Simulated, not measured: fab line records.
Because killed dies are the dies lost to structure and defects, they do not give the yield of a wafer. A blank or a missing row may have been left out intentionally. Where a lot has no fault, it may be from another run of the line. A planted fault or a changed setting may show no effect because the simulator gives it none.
Chamber matching    flow nandHarc    rieDiel-01 running NHARC_P_ZERO_WELL_DESCUM_26: 4 sister chambers
The step chemistry O2, time 3 s. 16 wafers are shown with their chamber, then 8 later ones without.

## WAFERS WITH THEIR CHAMBER
wafer   chamber  showerheadPlenumPTorr (Torr)  rfVppV (V)  oesProductAu (a.u.)
L077.2  1        1.98                          58.5        1.011
L077.4  3        1.88                          57.4        1.002
L077.6  2        1.82                          57.0        1.017
L078.1  1        1.98                          57.3        1.001
L078.2  3        1.88                          56.5        0.990
L078.4  0        1.79                          57.8        1.008
L084.1  1        1.97                          59.4        0.997
L084.3  3        1.87                          57.6        0.999
L084.5  0        1.78                          56.7        0.994
L085.3  1        1.97                          58.5        1.001
L085.4  2        1.81                          57.6        0.998
L085.5  0        1.78                          56.4        1.002
L086.1  0        1.78                          58.2        0.997
L086.5  2        1.81                          56.3        1.001
L086.6  3        1.87                          59.4        0.992
L087.1  3        1.87                          56.3        1.000

SIGNATURES (means of the wafers above)
reading                chamber 0  chamber 1  chamber 2  chamber 3  scatter within a chamber
showerheadPlenumPTorr  1.7825     1.9750     1.8133     1.8740     0.00549
rfVppV                 57.275     58.425     56.967     57.440     0.973
oesProductAu           1.00025    1.00250    1.00533    0.99660    0.00671
Rule: a wafer's distance from a chamber is the root of the sum, over the readings, of the square of ((its reading less the chamber's mean) divided by the reading's scatter). If the next closest chamber is less than 2 further off than the closest, the wafer can't be placed; otherwise it belongs to the closest. The scatter: the root of (the sum of the squares of (reading less its chamber's mean) over the shown wafers, divided by (wafers less chambers)).

## WAFERS MISSING THEIR CHAMBER
wafer   showerheadPlenumPTorr (Torr)  rfVppV (V)  oesProductAu (a.u.)
L087.4  1.81                          57.2        1.014
L087.6  1.81                          58.5        1.011
L091.1  1.96                          58.0        0.995
L091.2  1.80                          57.6        1.002
L091.3  1.77                          56.6        0.994
L092.3  1.87                          59.3        0.997
L092.4  1.80                          55.9        1.010
L092.6  1.77                          57.5        1.006

## WHICH CHAMBER EACH ONE RAN IN
wafer   from the rows above      in truth
L087.4  2                        2
L087.6  2                        2
L091.1  1                        1
L091.2  can't be placed: 2 or 0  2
L091.3  0                        0
L092.3  3                        3
L092.4  can't be placed: 2 or 0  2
L092.6  0                        0
Placed correctly: 6 of 8. Cannot be placed on the basis of these rows: 2; the candidates contain the true chamber in 2. Number placed wrongly: 0.
